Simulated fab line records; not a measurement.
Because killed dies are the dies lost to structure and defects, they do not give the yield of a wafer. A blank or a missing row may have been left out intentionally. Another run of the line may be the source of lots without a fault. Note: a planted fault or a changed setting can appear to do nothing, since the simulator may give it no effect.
What tool caused it? | flow n5 finfet | 24 lots, 72 wafers sampled, at 6 steps of a route of 1938

## WHAT THE GAUGES SHOWED, per wafer
N5_FIN_CUT_OVL_MEAS_09.
lot  | measured    | on         | FIN_CUT_OVL (nm)
L074 | day 2 03:46 | overlay-01 | 0.5 -0.4 -0.5
L075 | day 2 08:49 | overlay-01 | -0.6 -1.3 -0.8
L076 | day 2 14:31 | overlay-02 | 0.3 -0.5 0.4
L077 | day 2 20:11 | overlay-01 | -0.9 -1.9 -0.5
L078 | day 3 02:18 | overlay-02 | -0.4 0.1 0.5
L079 | day 3 10:02 | overlay-01 | -0.7 -1.0 -0.2
L080 | day 3 15:43 | overlay-01 | -0.9 -0.3 -0.9
L081 | day 3 21:31 | overlay-02 | -0.7 0.3 0.3
L082 | day 4 02:13 | overlay-02 | -0.2 0.2 0.1
L083 | day 4 07:58 | overlay-01 | 0.7 0.3 0.4
L084 | day 4 16:14 | overlay-02 | -0.6 -0.3 0.7
L085 | day 4 21:36 | overlay-02 | 0.9 -0.2 0.5
L086 | day 5 06:01 | overlay-02 | -0.5 -1.7 0.2
L087 | day 5 10:59 | overlay-01 | -1.4 1.2 -0.6
L088 | day 5 14:43 | overlay-01 | -0.1 1.3 -0.1
L089 | day 5 20:44 | overlay-02 | -0.8 0.8 1.7
L090 | day 6 03:08 | overlay-01 | 0.7 -0.9 -1.0
L091 | day 6 09:19 | overlay-02 | 0.9 -0.1 -0.3
L092 | day 6 14:13 | overlay-02 | 0.0 0.1 -1.0
L093 | day 6 20:53 | overlay-02 | 0.4 1.2 0.1
L094 | day 7 03:09 | overlay-01 | 0.1 -0.2 -1.1
L095 | day 7 10:42 | overlay-02 | -0.4 0.3 -0.1
L096 | day 7 16:19 | overlay-01 | 1.1 0.9 1.7
L097 | day 7 23:01 | overlay-01 | -0.5 -0.1 -0.1

N5_DUMMY_GATE_CD_MEAS_50 targets a cd of 14 nm.
lot  | measured    | on        | cd nm (nm)
L074 | day 3 02:19 | cd sem-03 | 14.3 14.2 14.2
L075 | day 3 06:48 | cd sem-03 | 13.0 13.0 14.0
L076 | day 3 10:24 | cd sem-03 | 14.0 14.0 14.0
L077 | day 3 15:44 | cd sem-01 | 14.0 13.4 12.9
L078 | day 4 05:04 | cd sem-02 | 13.5 14.1 14.3
L079 | day 4 09:05 | cd sem-01 | 13.6 13.4 13.2
L080 | day 4 12:25 | cd sem-03 | 14.6 13.3 14.0
L081 | day 4 18:32 | cd sem-03 | 13.1 14.1 13.8
L082 | day 4 21:28 | cd sem-01 | 14.4 13.6 13.1
L083 | day 5 03:04 | cd sem-01 | 14.0 13.5 14.1
L084 | day 5 12:20 | cd sem-03 | 13.6 14.1 14.9
L085 | day 5 17:13 | cd sem-01 | 14.4 13.8 13.5
L086 | day 6 04:12 | cd sem-01 | 13.5 13.9 13.7
L087 | day 6 08:40 | cd sem-01 | 12.8 14.0 13.6
L088 | day 6 14:26 | cd sem-02 | 13.5 14.1 13.8
L089 | day 6 15:47 | cd sem-02 | 14.3 14.0 13.7
L090 | day 6 22:26 | cd sem-02 | 14.4 13.7 13.3
L091 | day 7 05:02 | cd sem-01 | 14.1 14.0 13.9
L092 | day 7 09:37 | cd sem-03 | 14.5 13.5 13.8
L093 | day 7 17:01 | cd sem-03 | 14.0 13.6 14.0
L094 | day 7 22:00 | cd sem-03 | 14.4 14.1 14.1
L095 | day 8 05:56 | cd sem-01 | 14.2 14.6 14.5
L096 | day 8 11:10 | cd sem-01 | 14.4 14.2 14.1
L097 | day 8 19:22 | cd sem-01 | 14.2 13.3 13.8

## WHICH TOOL RAN EACH LOT (tool, then ch and the chambers of the sampled wafers, then the start)
lot  | N5_FIN_CUT_ETCH_30                | N5_STI_FIN_REVEAL_RECESS_09       | N5_DUMMY_GATE_ETCH_36             | N5_DUMMY_GATE_STRIP_40
L074 | rie diel-05 ch 2,3, day 2 03:53   | vapor etch-01 ch 0,1, day 2 10:40 | rie diel-05 ch 0,2, day 3 02:02   | rie diel-04 ch 1,3, day 3 02:16
L075 | rie diel-05 ch 1,2,3, day 2 08:56 | vapor etch-02 ch 1, day 2 15:55   | rie diel-04 ch 0,1,2, day 3 06:29 | rie diel-03 ch 0,2, day 3 06:45
L076 | rie diel-05 ch 0,1,3, day 2 14:38 | vapor etch-02 ch 0,1, day 2 21:29 | rie diel-05 ch 0,1,2, day 3 10:08 | rie diel-03 ch 0,2,3, day 3 10:22
L077 | rie diel-05 ch 0,2,3, day 2 20:19 | vapor etch-01 ch 0,1, day 3 03:43 | rie diel-04 ch 1,2, day 3 15:28   | rie diel-05 ch 0,1,2, day 3 15:41
L078 | rie diel-04 ch 0,2, day 3 02:48   | vapor etch-02 ch 0,1, day 3 12:25 | rie diel-05 ch 1,2, day 4 04:47   | rie diel-03 ch 2,3, day 4 05:00
L079 | rie diel-04 ch 0,1,2, day 3 10:10 | vapor etch-02 ch 0,1, day 3 19:10 | rie diel-05 ch 2,3, day 4 08:49   | rie diel-04 ch 1,2,3, day 4 09:02
L080 | rie diel-03 ch 1,2, day 3 15:51   | vapor etch-01 ch 0,1, day 3 22:41 | rie diel-05 ch 2,3, day 4 12:08   | rie diel-05 ch 0,2,3, day 4 12:21
L081 | rie diel-05 ch 0,1,2, day 3 21:38 | vapor etch-02 ch 0,1, day 4 05:40 | rie diel-04 ch 0,1, day 4 18:16   | rie diel-03 ch 0,1,2, day 4 18:29
L082 | rie diel-05 ch 1,3, day 4 02:20   | vapor etch-02 ch 0, day 4 09:10   | rie diel-04 ch 1,3, day 4 21:12   | rie diel-04 ch 2,3, day 4 21:25
L083 | rie diel-03 ch 0,2,3, day 4 08:20 | vapor etch-02 ch 0, day 4 15:19   | rie diel-03 ch 0,1,2, day 5 02:48 | rie diel-04 ch 1,3, day 5 03:01
L084 | rie diel-05 ch 0,1,2, day 4 16:23 | vapor etch-02 ch 0,1, day 4 23:12 | rie diel-05 ch 1,2, day 5 12:04   | rie diel-05 ch 1,2,3, day 5 12:17
L085 | rie diel-03 ch 0,1,3, day 4 21:43 | vapor etch-02 ch 0,1, day 5 04:47 | rie diel-04 ch 0,1, day 5 16:56   | rie diel-05 ch 0,1, day 5 17:10
L086 | rie diel-04 ch 0,1,2, day 5 06:08 | vapor etch-02 ch 1, day 5 14:08   | rie diel-03 ch 1,2,3, day 6 03:38 | rie diel-03 ch 0,2,3, day 6 04:09
L087 | rie diel-04 ch 1,3, day 5 11:06   | vapor etch-01 ch 0,1, day 5 18:31 | rie diel-05 ch 0,3, day 6 08:19   | rie diel-03 ch 1,2, day 6 08:37
L088 | rie diel-03 ch 0,1,2, day 5 14:50 | vapor etch-02 ch 0,1, day 5 22:25 | rie diel-05 ch 0,1,3, day 6 14:10 | rie diel-03 ch 0,2,3, day 6 14:23
L089 | rie diel-03 ch 0,3, day 5 20:52   | vapor etch-01 ch 0,1, day 6 03:46 | rie diel-04 ch 2,3, day 6 15:16   | rie diel-04 ch 1,3, day 6 15:44
L090 | rie diel-05 ch 0,1, day 6 03:16   | vapor etch-02 ch 0,1, day 6 10:56 | rie diel-03 ch 0,2, day 6 22:07   | rie diel-05 ch 0,2,3, day 6 22:23
L091 | rie diel-04 ch 0,2,3, day 6 09:26 | vapor etch-02 ch 0,1, day 6 16:36 | rie diel-04 ch 1,2,3, day 7 04:32 | rie diel-05 ch 0,1, day 7 04:58
L092 | rie diel-04 ch 2,3, day 6 14:20   | vapor etch-01 ch 0,1, day 6 21:40 | rie diel-05 ch 2,3, day 7 09:19   | rie diel-03 ch 1,2, day 7 09:33
L093 | rie diel-03 ch 0,1,3, day 6 21:01 | vapor etch-01 ch 0,1, day 7 04:02 | rie diel-03 ch 1,2, day 7 16:25   | rie diel-05 ch 0,2,3, day 7 16:57
L094 | rie diel-03 ch 0,1,3, day 7 03:16 | vapor etch-01 ch 0,1, day 7 10:35 | rie diel-05 ch 1,2, day 7 21:43   | rie diel-05 ch 0,1, day 7 21:56
L095 | rie diel-05 ch 0,1,2, day 7 10:49 | vapor etch-02 ch 0,1, day 7 17:44 | rie diel-03 ch 0,1, day 8 05:31   | rie diel-04 ch 0,2,3, day 8 05:53
L096 | rie diel-05 ch 0,1, day 7 16:28   | vapor etch-01 ch 0,1, day 7 23:22 | rie diel-05 ch 1,2, day 8 10:55   | rie diel-05 ch 0,1,3, day 8 11:07
L097 | rie diel-05 ch 2,3, day 7 23:08   | vapor etch-01 ch 0,1, day 8 07:09 | rie diel-03 ch 0,1,3, day 8 18:55 | rie diel-03 ch 0,1,3, day 8 19:19
- N5_FIN_CUT_ETCH_30: etches underlayer in N2/H2, target depth 13 nm, time 10.4 s.
- N5_STI_FIN_REVEAL_RECESS_09: chemistry HF/NH3, target SiO2, afs cycles 11, target depth 42.5 nm, sublimation time 60 s.
- N5_DUMMY_GATE_ETCH_36: etches SiARC in CF4, target depth 13 nm.
- N5_DUMMY_GATE_STRIP_40: strips in CF4.

## AS READ BY THE TOOLS THEMSELVES (means over the sampled wafers that have a number; for cases with no such wafer, the mark the record gives instead)
N5_FIN_CUT_ETCH_30.
lot  | tool        | drypump motor current A (A) | etch rf on time s (s) | oes product au (a.u.) | rf vpp V (V) | showerhead plenum p Torr (Torr) | throttle valve pct (%)
L074 | rie diel-05 | 5.4                         | 10.59                 | 0.59                  | 521          | 2.42                            | 18.04
L075 | rie diel-05 | 5.6                         | 10.50                 | 0.66                  | 524          | 2.53                            | 17.92
L076 | rie diel-05 | 5.9                         | 10.46                 | 0.71                  | 527          | 2.63                            | 17.74
L077 | rie diel-05 | 5.6                         | 10.62                 | 0.64                  | 524          | 2.53                            | 17.86
L078 | rie diel-04 | 5.2                         | 10.52                 | 0.65                  | 524          | 2.52                            | 17.62
L079 | rie diel-04 | 5.1                         | 10.39                 | 0.65                  | 523          | 2.55                            | 17.84
L080 | rie diel-03 | 6.1                         | 10.43                 | 0.63                  | 524          | 2.57                            | 17.95
L081 | rie diel-05 | 5.5                         | 10.37                 | 0.71                  | 525          | 2.60                            | 17.90
L082 | rie diel-05 | 5.8                         | 10.24                 | 0.79                  | 526          | 2.63                            | 17.69
L083 | rie diel-03 | 5.8                         | 10.26                 | 0.63                  | 523          | 2.52                            | 18.06
L084 | rie diel-05 | 5.4                         | 10.37                 | 0.70                  | 525          | 2.60                            | 17.91
L085 | rie diel-03 | 5.7                         | 10.58                 | 0.63                  | 523          | 2.50                            | 18.10
L086 | rie diel-04 | 5.1                         | 10.57                 | 0.64                  | 523          | 2.54                            | 17.86
L087 | rie diel-04 | 4.9                         | 10.49                 | 0.65                  | 527          | 2.65                            | 18.14
L088 | rie diel-03 | 5.7                         | 10.40                 | 0.64                  | 524          | 2.54                            | 18.01
L089 | rie diel-03 | 5.8                         | 10.40                 | 0.62                  | 522          | 2.48                            | 18.20
L090 | rie diel-05 | 5.7                         | 10.34                 | 0.74                  | 528          | 2.69                            | 17.80
L091 | rie diel-04 | 5.1                         | 10.48                 | 0.64                  | 524          | 2.54                            | 17.77
L092 | rie diel-04 | 5.0                         | 10.61                 | 0.63                  | 525          | 2.56                            | 17.90
L093 | rie diel-03 | 5.7                         | 10.44                 | 0.62                  | 522          | 2.49                            | 18.15
L094 | rie diel-03 | 5.8                         | 10.40                 | 0.63                  | 524          | 2.49                            | 18.15
L095 | rie diel-05 | 5.5                         | 10.20                 | 0.76                  | 528          | 2.70                            | 17.80
L096 | rie diel-05 | 5.7                         | 10.24                 | 0.73                  | 528          | 2.69                            | 17.82
L097 | rie diel-05 | 5.4                         | 10.21                 | 0.80                  | 525          | 2.62                            | 17.70

N5_STI_FIN_REVEAL_RECESS_09.
lot  | tool          | drypump motor current A (A)
L074 | vapor etch-01 | 5.55
L075 | vapor etch-02 | 5.96
L076 | vapor etch-02 | 5.95
L077 | vapor etch-01 | 5.55
L078 | vapor etch-02 | 5.95
L079 | vapor etch-02 | 5.95
L080 | vapor etch-01 | 5.55
L081 | vapor etch-02 | 5.94
L082 | vapor etch-02 | 5.91
L083 | vapor etch-02 | 5.90
L084 | vapor etch-02 | 5.98
L085 | vapor etch-02 | 5.98
L086 | vapor etch-02 | 6.01
L087 | vapor etch-01 | 5.56
L088 | vapor etch-02 | 5.94
L089 | vapor etch-01 | 5.66
L090 | vapor etch-02 | 5.95
L091 | vapor etch-02 | 5.98
L092 | vapor etch-01 | 5.67
L093 | vapor etch-01 | 5.56
L094 | vapor etch-01 | 5.55
L095 | vapor etch-02 | 5.94
L096 | vapor etch-01 | 5.57
L097 | vapor etch-01 | 5.66

N5_DUMMY_GATE_ETCH_36.
lot  | tool        | drypump motor current A (A) | oes product au (a.u.) | rf vpp V (V) | showerhead plenum p Torr (Torr) | throttle valve pct (%)
L074 | rie diel-05 | 5.5                         | 0.82                  | 185.3        | 2.19                            | 15.66
L075 | rie diel-04 | 5.1                         | 0.76                  | 184.1        | 2.15                            | 15.65
L076 | rie diel-05 | 5.5                         | 0.83                  | 184.6        | 2.20                            | 15.74
L077 | rie diel-04 | 5.0                         | 0.75                  | 183.6        | 2.12                            | 15.76
L078 | rie diel-05 | 5.2                         | 0.76                  | 183.8        | 2.12                            | 15.96
L079 | rie diel-05 | 5.4                         | 0.78                  | 182.7        | 2.06                            | 15.80
L080 | rie diel-05 | 5.4                         | 0.77                  | 182.8        | 2.05                            | 15.79
L081 | rie diel-04 | 5.0                         | 0.76                  | 184.9        | 2.21                            | 15.77
L082 | rie diel-04 | 4.9                         | 0.76                  | 185.6        | 2.23                            | 15.78
L083 | rie diel-03 | 5.7                         | 0.76                  | 183.9        | 2.14                            | 15.77
L084 | rie diel-05 | 5.2                         | 0.74                  | 183.7        | 2.11                            | 15.98
L085 | rie diel-04 | 5.2                         | 0.75                  | 184.9        | 2.18                            | 15.58
L086 | rie diel-03 | 6.2                         | 0.72                  | 183.5        | 2.16                            | 15.90
L087 | rie diel-05 | 6.0                         | 0.89                  | 183.9        | 2.16                            | 15.34
L088 | rie diel-05 | 5.8                         | 0.87                  | 185.5        | 2.22                            | 15.50
L089 | rie diel-04 | 5.0                         | 0.74                  | 183.9        | 2.11                            | 15.71
L090 | rie diel-03 | 5.7                         | 0.74                  | 184.8        | 2.16                            | 15.78
L091 | rie diel-04 | 5.0                         | 0.74                  | 184.6        | 2.16                            | 15.81
L092 | rie diel-05 | 5.4                         | 0.95                  | 186.0        | 2.22                            | 15.49
L093 | rie diel-03 | 6.1                         | 0.72                  | 184.9        | 2.19                            | 15.79
L094 | rie diel-05 | 5.2                         | 0.92                  | 185.7        | 2.27                            | 15.68
L095 | rie diel-03 | 5.3                         | 0.75                  | 183.9        | 2.08                            | 15.86
L096 | rie diel-05 | 5.4                         | 0.88                  | 185.8        | 2.27                            | 15.74
L097 | rie diel-03 | 5.7                         | 0.81                  | 184.2        | 2.10                            | 15.80

N5_DUMMY_GATE_STRIP_40.
lot  | tool        | drypump motor current A (A) | oes product au (a.u.) | rf vpp V (V) | showerhead plenum p Torr (Torr) | throttle valve pct (%)
L074 | rie diel-04 | 4.9                         | 0.77                  | 272.9        | 1.87                            | 13.72
L075 | rie diel-03 | 5.3                         | 0.76                  | 269.7        | 1.77                            | 13.73
L076 | rie diel-03 | 5.8                         | 0.74                  | 271.1        | 1.79                            | 13.84
L077 | rie diel-05 | 5.5                         | 0.82                  | 271.5        | 1.85                            | 13.73
L078 | rie diel-03 | 6.2                         | 0.71                  | 271.9        | 1.84                            | 13.85
L079 | rie diel-04 | 5.0                         | 0.75                  | 270.5        | 1.82                            | 13.75
L080 | rie diel-05 | 5.6                         | 0.82                  | 271.6        | 1.79                            | 13.59
L081 | rie diel-03 | 5.7                         | 0.74                  | 270.9        | 1.80                            | 13.76
L082 | rie diel-04 | 5.0                         | 0.75                  | 271.9        | 1.82                            | 13.68
L083 | rie diel-04 | 4.9                         | 0.76                  | 272.8        | 1.86                            | 13.74
L084 | rie diel-05 | 5.6                         | 0.82                  | 270.5        | 1.79                            | 13.66
L085 | rie diel-05 | 5.7                         | 0.86                  | 273.8        | 1.91                            | 13.55
L086 | rie diel-03 | 5.8                         | 0.72                  | 271.3        | 1.78                            | 13.89
L087 | rie diel-03 | 6.1                         | 0.72                  | 272.6        | 1.84                            | 13.77
L088 | rie diel-03 | 5.8                         | 0.72                  | 270.2        | 1.78                            | 13.89
L089 | rie diel-04 | 4.9                         | 0.75                  | 273.3        | 1.86                            | 13.85
L090 | rie diel-05 | 5.6                         | 0.90                  | 273.2        | 1.86                            | 13.43
L091 | rie diel-05 | 5.7                         | 0.84                  | 273.1        | 1.91                            | 13.59
L092 | rie diel-03 | 6.1                         | 0.71                  | 272.2        | 1.84                            | 13.80
L093 | rie diel-05 | 5.7                         | 0.88                  | 273.1        | 1.86                            | 13.44
L094 | rie diel-05 | 5.7                         | 0.83                  | 272.7        | 1.91                            | 13.60
L095 | rie diel-04 | 5.1                         | 0.72                  | 270.3        | 1.79                            | 13.64
L096 | rie diel-05 | 5.8                         | 0.84                  | 272.7        | 1.86                            | 13.52
L097 | rie diel-03 | 5.7                         | 0.81                  | 270.6        | 1.76                            | 13.75

## THE ANSWER, worked out from the rows above alone
Rule: usual is defined by the lots themselves. The widest of any qualifying gaps counts: lots, ordered by their means at a reading, are off when they make up no more than a third of the lots, leave a main group of 4 or more, and stand apart from it by 3 or more times the standard deviation of that group's means. A main group whose means are all the same, to the digits that the tables above print for the reading, isn't used. A lot without any number at a reading at which 4 lots or more have one is off too. Where the step has rows for the other lots, those lots are counted as sound. After the gauges, taken in route order, come the tools' own readings; for these a lot's mean is taken, as printed above. At the first step where some lot is off, the reading lying furthest off is the one used; lots without a number count as furthest.
Nothing can be told from this: no lot is off at any reading shown.

## WHAT THE SIMULATOR PUT IN
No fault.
